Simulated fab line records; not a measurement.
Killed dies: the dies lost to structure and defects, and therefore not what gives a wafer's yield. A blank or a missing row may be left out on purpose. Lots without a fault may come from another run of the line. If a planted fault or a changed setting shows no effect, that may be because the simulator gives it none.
A lot that was struck, set against a sound lot ; flow nand_harc ; 28 steps out of a route of 1302
Sound: the wafers L157.1, L157.2, L157.3. Struck: wafers L173.1, L173.4, L173.6. Last of all comes the cause.
Each step with rows lists, per side, the tool, then ch with its chambers, then its first start. Under that, the readings that differ: sound wafers ; struck wafers ; difference of the means ; sigmas: that difference in standard deviations of wafers without a fault.
alike: readings whose means differ by less than 2 such deviations, and words and numbers that are the same on both sides. not compared: withheld readings, readings that some wafer has no value for, bounds like >300 that may hide the same value, and numbers for which the record gives no deviation and whose values overlap.
Wherever a step has rows on one side only, a row that says differs or no value, or a row with sigmas, the two part there. Numbers that have no deviation but don't overlap get no sigmas and don't part them. A reading missing from all wafers of one side parts the sides only when that side holds two or more wafers.

NHARC_A_CHANNEL_HOLE_D1_XSEM_31:
  sound on xsem-01 ch 0, day 9 12:20; struck on xsem-02 ch 0, day 16 05:54
  alike: bot_cd_nm, bow_nm, tilt_deg
NHARC_A_CHANNEL_HOLE_D1_INSPECT_40:
  sound on defect_inspect-01, day 9 12:25; struck on defect_inspect-01, day 16 05:59
  alike: raw_defect_count
then, 2 steps without rows for these wafers: NHARC_A_CHANNEL_FILL_D1_PRECLEAN_00 (cleans in SC1); NHARC_A_CHANNEL_FILL_D1_SRD_01.
NHARC_A_CHANNEL_FILL_D1_ALD_02: deposits SiO2, target thk 6 nm, pulse time 10 s, ald cycles 60.
  sound on ald_hk-01 ch 1,2,3, day 9 12:41; struck on ald_hk-03 ch 0,2,3, day 16 06:16
reading;sound;struck;difference;sigmas
susceptor_temp_C (C);299.94 300.13 300.00;- - -;no value on the struck wafers;
  alike: heater_power_w, precursor_pulse_height_rel
then, 2 steps without rows for these wafers: NHARC_A_CHANNEL_FILL_D1_ALD_03 (deposits SiNx, target thk 6 nm, pulse time 60 s, ald cycles 58); NHARC_A_CHANNEL_FILL_D1_ALD_14 (deposits SiO2, target thk 2.5 nm, pulse time 10 s, ald cycles 25).
NHARC_A_CHANNEL_FILL_D1_ALD_15: deposits SiNx, target thk 2 nm, pulse time 60 s, ald cycles 19.
  sound on ald_sin_batch-02 ch 0; struck on ald_sin_batch-03 ch 0
  alike: precursor_pulse_height_rel, susceptor_temp_C
then, 4 steps without rows for these wafers: NHARC_A_CHANNEL_FILL_D1_ALD_16 (deposits SiO2, target thk 1.5 nm, pulse time 10 s, ald cycles 15); NHARC_A_CHANNEL_FILL_D1_ANNEAL_17 (time 1800 s); NHARC_A_CHANNEL_FILL_D1_CVD_18 (deposits poly-Si, target thk 3 nm); NHARC_A_CHANNEL_FILL_D1_ETCHBACK_19 (etches the open film in HBr/Cl2, target depth 5 nm, time 1.7 s).
NHARC_A_CHANNEL_FILL_D1_ETCHBACK_20: etches the open film in C4F8/O2/Ar, target depth 27 nm, time 13.5 s.
  sound on rie_diel-05 ch 0,2,3, day 10 13:20; struck on rie_diel-05 ch 0,1,2, day 17 06:26
  alike: oes_product_au, rf_vpp_V
  not compared: rf_hours_counter_h
then, 7 steps without rows for these wafers: NHARC_A_CHANNEL_FILL_D1_STRIP_28 (strips in O2, time 20 s); NHARC_A_CHANNEL_FILL_D1_PRECLEAN_21 (cleans in dHF, time 30 s); NHARC_A_CHANNEL_FILL_D1_SRD_23; NHARC_A_CHANNEL_FILL_D1_CVD_05 (deposits poly-Si, target thk 5 nm); NHARC_A_CHANNEL_FILL_D1_ANNEAL_22 (time 7200 s); NHARC_A_CHANNEL_FILL_D1_ALD_25 (deposits SiOx, target thk 60 nm, pulse time 10 s, ald cycles 600); NHARC_A_CHANNEL_FILL_D1_ETCHBACK_08 (etches the open film in C4F8, target depth 220 nm, time 110 s).
NHARC_A_CHANNEL_FILL_D1_STRIP_29: strips in O2, time 20 s.
  sound on rie_diel-11 ch 0,1,3; struck on rie_diel-11 ch 0,2,3
reading;sound;struck;difference;sigmas
oes_product_au (a.u.);1.009 0.997 1.006;0.983 0.980 0.988;-0.020;-2
  alike: drypump_motor_current_A, o2_flow_sccm, rf_vpp_V, showerhead_plenum_p_Torr, throttle_valve_pct
  not compared: rf_hours_counter_h
then, 5 steps without rows for these wafers: NHARC_A_CHANNEL_FILL_D1_PRECLEAN_30 (cleans in dHF, time 30 s); NHARC_A_CHANNEL_FILL_D1_SRD_31; NHARC_A_CHANNEL_FILL_D1_CVD_09 (deposits poly-Si, target thk 150 nm, time 3000 s); NHARC_A_CHANNEL_FILL_D1_CMP_10 (polishes, target thk 150 nm); NHARC_A_CHANNEL_FILL_D1_SRD_12.
NHARC_A_DECK1_JOINT_ETCHBACK_07: etches the open film in HBr, target depth 105 nm, time 26.9 s.
  sound on rie_si-04 ch 1,2,3, day 11 13:01; struck on rie_si-05 ch 1,2,3, day 18 10:25
reading;sound;struck;difference;sigmas
hold;- - -;await_dispo/2.9h/release await_dispo/2.9h/release await_dispo/2.9h/release;no value on the sound wafers;
  alike: drypump_motor_current_A, oes_product_au, throttle_valve_pct
  not compared: rf_hours_counter_h
-- record jumps: 14 days between struck wafers' starts before vs after; left off in module A_DECK1_JOINT, resumes in module END, first step shown is number 1302 of the route --
NHARC_END_SORT_01:
  sound on prober-01 ch 0, day 24 19:17; struck on prober-01 ch 0, day 32 14:53
  alike: killed_at_array, killed_at_other, killed_at_periphery, killed_dies, killed_open, killed_short

WHERE THEY PART
Last at NHARC_A_DECK1_JOINT_ETCHBACK_07 as far as this record goes, first at NHARC_A_CHANNEL_FILL_D1_ALD_02. Later steps at which nothing parts them and some readings are alike: NHARC_END_SORT_01.

WHY: whatever the simulator had introduced
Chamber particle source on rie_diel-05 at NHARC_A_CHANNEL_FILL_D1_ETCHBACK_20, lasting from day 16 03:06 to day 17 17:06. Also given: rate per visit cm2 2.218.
